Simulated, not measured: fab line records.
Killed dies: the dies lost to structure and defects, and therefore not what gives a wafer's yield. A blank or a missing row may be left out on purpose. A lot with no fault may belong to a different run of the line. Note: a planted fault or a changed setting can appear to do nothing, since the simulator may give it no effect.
fab line records -- flow n5Finfet
record: lots: 7, wafers: 21, lastDay: 19
route steps=1938 shown BEOL_M15@1807 PASSIVATION@1936
lots that met no fault: taken from a fault-free run of the same line
startH: start of the lot's first displayed wafer, in hours after the record's first day -- waitH: hours elapsed since this lot's preceding step -- " identical to the entry in the row above -- L1.1+2: a single row standing in for several wafers -- - no value, or no start was given -- * or withheld: withheld -- < > ~ a bound
route shown NAME@n: NAME is a module with steps in the file, n the number in the route of the first one -- usual: average and standard deviation across the fault-free wafers -- same: alike in all rows -- chamber/n: place in a boat -- sites: the reading at each site -- _std_site: the standard deviation of these -- _edge_site: the outer-site mean with the inner-site mean subtracted -- radiusMm: for every site, how far away it sits from the centre of the wafer -- mask NAME#n: copy n -- behind: the tool/chamber that last shaped the wafer -- hold: what put the lot on hold/how long, in hours/how the hold closed -- device: which transistor (n, p or np) failed to switch -- end of line: tests of these same wafers at the route's end -- for a step that has no rows: nothing shown but its recipe -- killed: not the wafer's yield, but the dies lost to structure and defects at the first sort -- map: per-die view of a wafer (x killed, . not killed, _ where there is no die)
set.NAME: the setting the step ran with; set.NAME@STEP: the setting that earlier step ran with -- model.NAME: the simulator's own value behind a step, which no gauge read
certain route steps with their lots: each step a table, each wafer a row
services: a tool's chamber out of use, with start hour (startH, from the record's first day; less than 0 if before it), hours out, and reason
== steps ==
step: N5_BEOL_M15_DESCUM_33
recipe: chemistry: O2, timeS: 7.9, sourcePowerW: 50, biasPowerW: 20, pressureMtorr: 20, rfFrequencyHz: 2.712e+07, tempC: 40, o2FlowSccm: 225
step: N5_BEOL_M15_ETCH_61
recipe: chemistry: N2/H2, target: BARC, targetDepthA: 890, overetchA: 267, timeS: 67.9, ionEnergyEv: 200, pressureMtorr: 30, sourceW: 840, biasW: 150, n2FlowSccm: 200, h2FlowSccm: 200
usual: drypumpMotorCurrentA: 5.7/0.48, oesProductAu: 0.69/0.065, rfVppV: 523.4/2.3, showerheadPlenumPTorr: 2.53/0.084, throttleValvePct: 17.91/0.19
lot.wafer,tool,chamber,startH,waitH,drypumpMotorCurrentA,oesProductAu,rfHoursCounterH,rfVppV,showerheadPlenumPTorr,throttleValvePct
L260.1,rieDiel-05,2,322.29,0.0,5.5,0.62,183,519.8,2.41,17.79
L260.3,rieDiel-05,1,322.29,0.0,5.9,0.70,96,528.3,2.67,18.24
L260.5,rieDiel-05,1,322.29,0.0,5.9,0.70,-,527.8,2.67,18.22
L263.3,rieDiel-04,0,346.04,0.0,5.8,0.76,18,521.7,2.50,17.90
L263.4,rieDiel-04,2,346.04,0.0,5.5,0.62,184,520.3,2.41,17.68
L263.5,rieDiel-04,3,346.04,0.0,5.8,0.80,-,520.8,2.51,17.91
L264.1,rieDiel-01,0,371.35,0.0,6.1,0.71,48,525.6,2.60,18.12
L264.3,rieDiel-01,2,371.35,0.0,5.1,0.66,100,525.3,2.58,17.82
L264.6,rieDiel-01,3,371.35,0.0,6.3,0.69,-,521.5,2.45,17.81
L267.1,rieDiel-04,3,371.86,0.0,5.9,0.79,15,522.1,2.50,17.90
L267.2,rieDiel-04,1,371.86,0.0,5.7,0.67,122,521.7,2.45,18.04
L267.6,rieDiel-04,2,371.86,0.0,5.5,0.62,-,520.6,2.41,17.70
L268.1,rieDiel-01,0,390.79,0.0,6.1,0.71,51,525.1,2.60,18.14
L268.2,rieDiel-01,1,390.79,0.0,6.1,0.80,10,527.1,2.60,17.51
L268.4,rieDiel-01,3,390.79,0.0,6.3,0.69,97,523.1,2.45,17.80
L274.1,rieDiel-04,0,393.68,0.0,5.8,0.75,33,521.1,2.50,17.93
L274.4,rieDiel-04,1,393.68,0.0,5.7,0.67,128,521.5,2.45,18.05
L274.5,rieDiel-04,1,393.68,0.0,5.8,0.67,-,520.0,2.45,18.03
L275.4,rieDiel-05,2,441.19,0.0,5.5,0.60,222,519.7,2.39,17.85
L275.5,rieDiel-05,0,441.19,0.0,4.7,0.78,-,525.0,2.62,17.80
L275.6,rieDiel-05,1,441.19,0.0,5.9,0.67,-,527.5,2.66,18.28
step: N5_BEOL_M15_TRENCH_ETCH_34
recipe: chemistry: C4F8/O2/Ar, target: SiO2, targetDepthA: 8729.3, heInnerTorr: 15, heOuterTorr: 30, timeS: 199, ionEnergyEv: 800, pressureMtorr: 20, sourceW: 1905, biasW: 2040, Ar_flow_sccm: 400, C4F8_flow_sccm: 16, O2_flow_sccm: 12
usual: O2_flow_sccm: 12.00/0.034, drypumpMotorCurrentA: 5.7/0.49, oes_f_703_au: 0.82/0.079, oesProductAu: 0.82/0.083, rfVppV: 2214/42, showerheadPlenumPTorr: 3.42/0.089, throttleValvePct: 30.98/0.27
lot.wafer,tool,chamber,startH,waitH,O2_flow_sccm,drypumpMotorCurrentA,oes_f_703_au,oesProductAu,rfHoursCounterH,rfVppV,showerheadPlenumPTorr,throttleValvePct
L260.1,rieDiel-05,2,322.35,0.0,12.03,5.5,0.74,0.73,183,2184,3.32,31.24
L260.3,rieDiel-05,1,322.35,0.0,11.98,5.9,0.84,0.83,96,2215,3.61,31.31
L260.5,rieDiel-05,1,322.35,0.0,11.99,5.9,0.83,0.83,-,2213,3.61,31.31
L263.3,rieDiel-04,0,346.09,0.0,12.00,5.8,0.90,0.90,18,2240,3.37,30.92
L263.4,rieDiel-04,2,346.09,0.0,11.98,5.5,0.74,0.73,184,2129,3.30,30.75
L263.5,rieDiel-04,3,346.09,0.0,12.02,5.8,0.97,0.97,-,2239,3.41,31.22
L264.1,rieDiel-01,0,371.40,0.0,12.03,6.1,0.82,0.85,48,2308,3.50,31.23
L264.3,rieDiel-01,2,371.40,0.0,12.01,5.1,0.79,0.80,100,2210,3.45,30.65
L264.6,rieDiel-01,3,371.40,0.0,12.04,6.3,0.81,0.82,-,2199,3.37,31.19
L267.1,rieDiel-04,3,371.91,0.0,11.90,5.9,0.93,0.94,15,2239,3.40,31.22
L267.2,rieDiel-04,1,371.91,0.0,11.95,5.8,0.79,0.78,123,2203,3.31,31.08
L267.6,rieDiel-04,2,371.91,0.0,12.02,5.5,0.73,0.72,-,2127,3.29,30.76
L268.1,rieDiel-01,0,390.84,0.0,12.02,6.2,0.81,0.86,52,2308,3.50,31.23
L268.2,rieDiel-01,1,390.84,0.0,11.97,6.1,0.99,0.97,10,2219,3.48,30.37
L268.4,rieDiel-01,3,390.84,0.0,12.02,6.4,0.79,0.81,97,2199,3.37,31.21
L274.1,rieDiel-04,0,393.73,0.0,11.99,5.8,0.87,0.87,33,2239,3.36,30.94
L274.4,rieDiel-04,1,393.73,0.0,12.07,5.7,0.78,0.78,128,2202,3.31,31.09
L274.5,rieDiel-04,1,393.73,0.0,12.01,5.7,0.79,0.78,-,2202,3.31,31.09
L275.4,rieDiel-05,2,441.24,0.0,11.95,5.5,0.71,0.71,222,2182,3.30,31.27
L275.5,rieDiel-05,0,441.24,0.0,12.00,4.8,0.92,0.92,-,2203,3.50,30.78
L275.6,rieDiel-05,1,441.24,0.0,11.96,5.9,0.79,0.78,-,2212,3.59,31.36
step: N5_BEOL_M15_STRIP_36
recipe: chemistry: O2, powerW: 600, tempC: 60, pressureMtorr: 30, rfFrequencyHz: 6e+07, biasPowerW: 0, overashFraction: 0.3, o2FlowSccm: 225
usual: drypumpMotorCurrentA: 5.7/0.44, oesProductAu: 0.82/0.077, rfVppV: 3.6/0.78, showerheadPlenumPTorr: 2.08/0.071, throttleValvePct: 16.69/0.17
lot.wafer,tool,chamber,startH,waitH,drypumpMotorCurrentA,oesProductAu,rfHoursCounterH,rfVppV,showerheadPlenumPTorr,throttleValvePct
L260.1,rieDiel-05,3,337.61,15.1,5.0,0.81,83,4.9,2.02,16.53
L260.3,rieDiel-05,0,337.61,15.1,4.7,0.68,242,2.6,2.16,17.00
L260.5,rieDiel-05,1,337.61,15.1,5.9,0.83,-,3.8,2.22,16.98
L263.3,rieDiel-01,0,346.35,0.1,6.1,0.87,38,4.2,2.12,16.71
L263.4,rieDiel-01,2,346.35,0.1,5.1,0.79,-,4.5,2.13,16.58
L263.5,rieDiel-01,0,346.35,0.1,6.1,0.87,-,4.5,2.12,16.70
L264.1,rieDiel-01,2,372.32,0.7,5.1,0.78,100,4.7,2.13,16.61
L264.3,rieDiel-01,3,372.32,0.7,6.4,0.82,90,2.8,2.01,16.61
L264.6,rieDiel-01,1,372.32,0.7,6.1,0.99,-,4.2,2.17,16.44
L267.1,rieDiel-01,0,373.76,1.7,6.1,0.86,49,3.7,2.12,16.71
L267.2,rieDiel-01,2,373.76,1.7,5.1,0.78,101,5.6,2.13,16.63
L267.6,rieDiel-01,3,373.76,1.7,6.3,0.82,-,4.2,2.01,16.63
L268.1,rieDiel-01,2,391.09,0.1,5.1,0.78,107,4.2,2.12,16.65
L268.2,rieDiel-01,3,391.09,0.1,6.3,0.81,97,4.1,2.01,16.60
L268.4,rieDiel-01,1,391.09,0.1,6.1,0.95,10,2.7,2.17,16.46
L274.1,rieDiel-04,3,395.52,1.6,5.9,0.91,21,4.3,2.07,16.76
L274.4,rieDiel-04,1,395.52,1.6,5.7,0.78,129,2.2,2.03,16.85
L274.5,rieDiel-04,3,395.52,1.6,5.9,0.93,-,3.8,2.07,16.78
L275.4,rieDiel-05,1,443.55,2.1,5.9,0.80,136,3.6,2.20,17.02
L275.5,rieDiel-05,1,443.55,2.1,5.9,0.79,-,3.8,2.20,17.03
L275.6,rieDiel-05,2,443.55,2.1,5.5,0.69,-,3.3,2.01,16.97
step: N5_BEOL_M15_STRIP_62
recipe: chemistry: O2, powerW: 600, tempC: 60, pressureMtorr: 30, rfFrequencyHz: 6e+07, biasPowerW: 0, overashFraction: 0.3, o2FlowSccm: 225
step: N5_BEOL_M15_STRIP_37
recipe: chemistry: O2, powerW: 600, tempC: 60, pressureMtorr: 30, rfFrequencyHz: 6e+07, biasPowerW: 0, overashFraction: 0.3, o2FlowSccm: 225
usual: drypumpMotorCurrentA: 5.7/0.44, oesProductAu: 0.82/0.079, rfVppV: 3.7/0.7, showerheadPlenumPTorr: 2.08/0.071, throttleValvePct: 16.69/0.17
lot.wafer,tool,chamber,startH,waitH,drypumpMotorCurrentA,oesProductAu,rfHoursCounterH,rfVppV,showerheadPlenumPTorr,throttleValvePct
L260.1,rieDiel-05,3,-,-,5.0,0.82,83,3.1,2.02,16.49
L260.3,rieDiel-05,0,-,-,4.7,0.68,242,4.3,2.16,17.03
L260.5,rieDiel-05,1,-,-,5.9,0.84,-,4.0,2.22,16.97
L263.3,rieDiel-01,0,-,-,6.1,0.87,38,4.8,2.12,16.70
L263.4,rieDiel-01,2,-,-,5.1,0.79,-,2.3,2.13,16.59
L263.5,rieDiel-01,0,-,-,6.2,0.88,-,4.4,2.12,16.70
L264.1,rieDiel-01,2,-,-,5.1,0.79,100,2.4,2.12,16.62
L264.3,rieDiel-01,3,-,-,6.3,0.83,90,3.8,2.01,16.60
L264.6,rieDiel-01,1,-,-,6.1,0.99,-,3.3,2.17,16.41
L267.1,rieDiel-01,0,-,-,6.1,0.85,49,3.1,2.12,16.72
L267.2,rieDiel-01,2,-,-,5.1,0.77,101,2.9,2.13,16.59
L267.6,rieDiel-01,3,-,-,6.3,0.80,-,4.0,2.01,16.59
L268.1,rieDiel-01,2,-,-,5.1,0.78,107,4.5,2.12,16.63
L268.2,rieDiel-01,3,-,-,6.3,0.81,97,4.2,2.01,16.61
L268.4,rieDiel-01,1,-,-,6.2,0.97,10,4.8,2.17,16.43
L274.1,rieDiel-04,3,-,-,5.8,0.93,21,4.7,2.07,16.76
L274.4,rieDiel-04,1,-,-,5.7,0.78,129,2.7,2.03,16.85
L274.5,rieDiel-04,3,-,-,5.8,0.93,-,3.5,2.07,16.75
L275.4,rieDiel-05,1,-,-,5.9,0.79,136,2.5,2.20,17.03
L275.5,rieDiel-05,1,-,-,5.9,0.80,-,2.6,2.20,17.04
L275.6,rieDiel-05,2,-,-,5.5,0.71,-,4.0,2.01,16.96
step: N5_BEOL_M15_ETCH_38
recipe: chemistry: CF4/N2, target: SiCN, targetDepthA: 1064, taperDeg: 2, timeS: 120.5, ionEnergyEv: 150, maskMaterial: SiO2, pressureMtorr: 40, sourceW: 430, biasW: 70, Ar_flow_sccm: 100, cf4FlowSccm: 60, n2FlowSccm: 60
usual: drypumpMotorCurrentA: 5.7/0.45, oesProductAu: 0.82/0.078, rfVppV: 381.8/1.9, showerheadPlenumPTorr: 2.19/0.065, throttleValvePct: 15.48/0.16
lot.wafer,tool,chamber,startH,waitH,drypumpMotorCurrentA,oesProductAu,rfHoursCounterH,rfVppV,showerheadPlenumPTorr,throttleValvePct
L260.1,rieDiel-05,3,-,-,5.0,0.82,83,380.1,2.14,15.36
L260.3,rieDiel-05,0,-,-,4.7,0.68,242,384.0,2.27,15.78
L260.5,rieDiel-05,1,-,-,5.9,0.83,-,385.2,2.32,15.67
L263.3,rieDiel-01,0,-,-,6.1,0.86,38,384.1,2.26,15.57
L263.4,rieDiel-01,2,-,-,5.1,0.81,-,383.3,2.24,15.35
L263.5,rieDiel-01,0,-,-,6.1,0.86,-,383.5,2.26,15.56
L264.1,rieDiel-01,2,-,-,5.1,0.80,101,384.0,2.23,15.37
L264.3,rieDiel-01,3,-,-,6.3,0.82,90,381.6,2.15,15.54
L264.6,rieDiel-01,1,-,-,6.1,1.00,-,383.5,2.24,14.98
L267.1,rieDiel-01,0,-,-,6.1,0.85,49,384.3,2.26,15.60
L267.2,rieDiel-01,2,-,-,5.1,0.79,101,383.0,2.23,15.38
L267.6,rieDiel-01,3,-,-,6.3,0.81,-,379.0,2.15,15.54
L268.1,rieDiel-01,2,-,-,5.1,0.80,107,383.4,2.23,15.37
L268.2,rieDiel-01,3,-,-,6.3,0.81,97,380.9,2.15,15.56
L268.4,rieDiel-01,1,-,-,6.1,0.97,10,383.0,2.24,14.98
L274.1,rieDiel-04,3,-,-,5.9,0.94,21,382.2,2.18,15.51
L274.4,rieDiel-04,1,-,-,5.7,0.78,129,380.4,2.12,15.51
L274.5,rieDiel-04,3,-,-,5.8,0.94,-,381.9,2.18,15.54
L275.4,rieDiel-05,1,-,-,5.9,0.80,136,383.1,2.30,15.73
L275.5,rieDiel-05,1,-,-,5.9,0.79,-,384.5,2.30,15.73
L275.6,rieDiel-05,2,-,-,5.5,0.71,-,381.0,2.10,15.65
step: N5_BEOL_M15_PRECLEAN_39
recipe: chemistry: residueRemover, timeS: 60, tempC: 40
step: N5_BEOL_M15_SRD_40
recipe: timeS: 30, tempC: 23, rinseLiquid: diw, dry: n2Spin, spinRpm: 1500, dryTimeS: 30
step: N5_BEOL_M15_DEGAS_41
recipe: ambient: vacuum, tempC: 300, timeS: 60
step: N5_BEOL_M15_PRE_CLEAN_42
recipe: gas: H2/He, timeS: 30, tempC: 300
step: N5_BEOL_M15_SPUTTER_43
recipe: material: TaN, targetThkA: 150, tempC: 50, biasV: 168.6, powerW: 15000, chamberPressurePa: 0.12, timeS: 24.19
usual: throttleValvePct: 29.7/0.91
lot.wafer,tool,chamber,startH,waitH,throttleValvePct,model.TaN_of_BEOL_M15_SPUTTER_43.thkNm
L260.1,pvdSputter-03,-,338.28,0.0,30.0,15.2
L260.3,pvdSputter-03,-,338.28,0.0,31.3,15
L260.5,pvdSputter-03,-,338.28,0.0,29.1,15.2
L263.3,pvdSputter-01,-,346.77,0.0,28.6,15
L263.4,pvdSputter-01,-,346.77,0.0,29.9,15.2
L263.5,pvdSputter-01,-,346.77,0.0,28.8,15.2
L264.1,pvdSputter-01,-,373.21,0.0,28.7,29
L264.3,pvdSputter-01,-,373.21,0.0,30.0,29
L264.6,pvdSputter-01,-,373.21,0.0,28.8,29
L267.1,pvdSputter-01,-,374.65,0.0,28.2,29
L267.2,pvdSputter-01,-,374.65,0.0,31.4,28.8
L267.6,pvdSputter-01,-,374.65,0.0,30.1,29
L268.1,pvdSputter-01,-,391.52,0.0,29.7,29.2
L268.2,pvdSputter-01,-,391.52,0.0,28.4,29
L268.4,pvdSputter-01,-,391.52,0.0,31.5,29
L274.1,pvdSputter-03,-,396.37,0.0,30.0,15
L274.4,pvdSputter-03,-,396.37,0.0,29.2,15.2
L274.5,pvdSputter-03,-,396.37,0.0,31.4,14.8
L275.4,pvdSputter-03,-,444.23,0.0,28.8,14.8
L275.5,pvdSputter-03,-,444.23,0.0,30.0,14.6
L275.6,pvdSputter-03,-,444.23,0.0,29.3,14.6
step: N5_BEOL_M15_SPUTTER_44
recipe: material: Ta, targetThkA: 150, tempC: 50, biasV: 80, powerW: 15000, chamberPressurePa: 0.07, timeS: 24.19
step: N5_BEOL_M15_SPUTTER_45
recipe: material: Cu, targetThkA: 1000, tempC: -20, biasV: 60, powerW: 26000, chamberPressurePa: 0.13, timeS: 16.67
step: N5_BEOL_M15_ECD_47
recipe: material: Cu, targetThkA: 18600
step: N5_BEOL_M15_ANNEAL_48
recipe: tempC: 225, timeS: 90, ambient: N2
step: N5_BEOL_M15_CMP_49
recipe: stopOn: SiO2, tOverpolishS: 4.9, downForcePsi: 2, platenRpm: 80, clearingPlatenDownForcePsi: 2, clearingPlatenRpm: 80, postCmpClean: cuAlkaline, targetThkNm: 850, clearingPlatenPadVelocityMS: 1.5917, padVelocityMS: 1.5917
usual: barrierFieldEndpointS: 11.31/0.26, motorCurrentA: 8.1/0.89
lot.wafer,tool,chamber,startH,waitH,barrierFieldEndpointS,motorCurrentA
L260.1,cmp-02,0,339.18,0.3,11.22,9.6
L260.3,cmp-02,1,339.18,0.3,10.87,8.1
L260.5,cmp-02,3,339.18,0.3,11.12,9.1
L263.4,cmp-02,2,347.83,0.2,11.74,8.1
L263.3,cmp-02,0,347.83,0.2,11.55,9.5
L263.5,cmp-02,1,347.83,0.2,11.58,7.8
L264.3,cmp-01,1,374.06,0.2,16.81,6.7
L264.1,cmp-01,3,374.06,0.2,16.90,7.7
L264.6,cmp-01,0,374.06,0.2,16.75,8.9
L267.1,cmp-03,2,375.54,0.3,16.73,7.9
L267.2,cmp-03,3,375.54,0.3,16.31,7.7
L267.6,cmp-03,1,375.54,0.3,16.99,7.1
L268.1,cmp-01,3,392.34,0.3,16.21,7.2
L268.4,cmp-01,0,392.34,0.3,15.79,9.2
L268.2,cmp-01,1,392.34,0.3,15.87,6.6
L274.1,cmp-01,1,397.19,0.3,10.84,7.0
L274.4,cmp-01,3,397.19,0.3,11.15,7.5
L274.5,cmp-01,1,397.19,0.3,11.04,6.9
L275.4,cmp-03,3,445.13,0.2,11.36,8.4
L275.6,cmp-03,1,445.13,0.2,11.19,7.3
L275.5,cmp-03,2,445.13,0.2,11.08,7.7
step: N5_BEOL_M15_THK_MEAS_50
recipe: thkMeasGauge: xrf, reads: Cu_of_BEOL_M15_ECD_47
usual: M15_THK: 859/21
lot.wafer,tool,chamber,startH,waitH,M15_THK[nm]
L260.1,filmMetro-01,-,339.40,-,863
L260.3,filmMetro-01,-,339.40,-,862
L260.5,filmMetro-01,-,339.40,-,867
L263.3,filmMetro-02,-,348.09,-,836
L263.4,filmMetro-02,-,348.09,-,835
L263.5,filmMetro-02,-,348.09,-,870
L264.1,filmMetro-02,-,374.32,-,875
L264.3,filmMetro-02,-,374.32,-,868
L264.6,filmMetro-02,-,374.32,-,838
L267.1,filmMetro-01,-,375.76,-,860
L267.2,filmMetro-01,-,375.76,-,828
L267.6,filmMetro-01,-,375.76,-,815
L268.1,filmMetro-02,-,392.63,-,855
L268.2,filmMetro-02,-,392.63,-,881
L268.4,filmMetro-02,-,392.63,-,833
L274.1,filmMetro-02,-,397.48,-,834
L274.4,filmMetro-02,-,397.48,-,841
L274.5,filmMetro-02,-,397.48,-,841
L275.4,filmMetro-02,-,445.35,-,855
L275.5,filmMetro-02,-,445.35,-,867
L275.6,filmMetro-02,-,445.35,-,854
step: N5_PASSIVATION_PROBE_49
usual: defectLimitedYield: 91.4/1.2, killed_at_M0_to_M3: 35/11, killed_at_M4_up: 14/6, killedAtContacts: 12/6.7, killedAtFrontEnd: 37/9.7, killedAtOther: 3.5/2.5, killedDies: 102/15, killedOpen: 67/12, killedShort: 33/7.3, sort_bin_5_function: 5.1/0.81, sort_bin_6_memory: 3.2/0.65, sortNPass: 1078/15, sortYieldPct: 91.4/1.2
same: grossDies: 1180, killedAtBackSide: 0, sort_bin_4_leakage[%]: 0, sort_bin_8_speed[%]: 0
lot.wafer,tool,chamber,startH,waitH,defectLimitedYield[%],killed_at_M0_to_M3,killed_at_M4_up,killedAtContacts,killedAtFrontEnd,killedAtOther,killedDies,killedOpen,killedShort,sort_bin_5_function[%],sort_bin_6_memory[%],sortNPass,sortYieldPct[%]
L267.1,prober-02,-,389.64,0.0,92.0,32,19,5,36,2,94,64,28,5.3,2.4,1086,92.0
killed by level:class
L267.1 STI_FIN_REVEAL:geometricParticle:open=10 BEOL_M4:geometricParticle:open=10 BEOL_M0_SAQP:geometricParticle:short=6 FIN_SAQP:geometricParticle:open=5 BEOL_M2:geometricParticle:open=5 MOL_CONTACT_COAG:geometricParticle:open=4 BEOL_M1:geometricParticle:open=4 BEOL_M1:geometricParticle:short=4
== services ==
tool,chamber,startH,hours,kind
rieDiel-01,0,301.70,3.2,repair
cmp-02,-,301.97,3.8,pm
cmp-03,-,306.56,5.8,pm
cmp-01,-,316.18,0.9,repair
cmp-01,-,322.86,4.0,pm
rieDiel-01,1,338.42,-,clean
rieDiel-01,1,338.42,-,consumableReplace:focusRing
cmp-03,-,338.77,7.0,repair
cmp-01,-,343.60,5.5,pm
cmp-03,-,355.51,4.0,pm
pvdSputter-01,-,376.86,2.8,repair
rieDiel-01,0,378.42,9.6,repair
rieDiel-05,3,378.97,14.3,repair
rieDiel-05,0,379.15,1.6,repair
cmp-01,-,382.85,2.2,repair
cmp-02,-,395.86,1.0,repair
cmp-02,-,398.48,3.4,repair
rieDiel-04,0,399.11,26.0,repair
rieDiel-04,2,402.36,8.4,repair
cmp-02,-,402.61,4.0,pm
cmp-01,-,417.91,0.8,repair
rieDiel-05,3,430.73,9.2,repair
pvdSputter-03,-,434.03,2.5,repair
cmp-03,-,435.23,1.5,repair
== key ==
firstSign: step: N5_BEOL_M15_CMP_49, reading: barrierFieldEndpointS, direction: up, sigmas: 20, usual: 11.31, struck: 16.48
effect none on later readings
modelEffect: step: N5_BEOL_M15_SPUTTER_43, value: TaN_of_BEOL_M15_SPUTTER_43.thkNm, without: 15.02, struck: 29
metAt N5_BEOL_M15_SPUTTER_43
struckWafers L264.1,L264.3,L264.6,L267.1,L267.2,L267.6,L268.1,L268.2,L268.4
rowsEnd L264.1,L264.3,L264.6,L268.1,L268.2,L268.4
onsetBetween 346.77 373.21
alsoFits N5_BEOL_M15_STRIP_36:rieDiel-01,N5_BEOL_M15_STRIP_37:rieDiel-01,N5_BEOL_M15_ETCH_38:rieDiel-01
earlierFault: kind: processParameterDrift, tool: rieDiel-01, chamber: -, onsetH: 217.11, steps: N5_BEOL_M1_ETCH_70, channel: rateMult, offset: 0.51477, shape: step
fault: kind: processParameterDrift, tool: pvdSputter-01, chamber: -, onsetH: 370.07, steps: N5_BEOL_M15_SPUTTER_43, channel: timeS, offset: *, shape: step, actsIn: *, stated: *
rowsEnd: these wafers met a further fault down the route, and their rows from its step on are left out
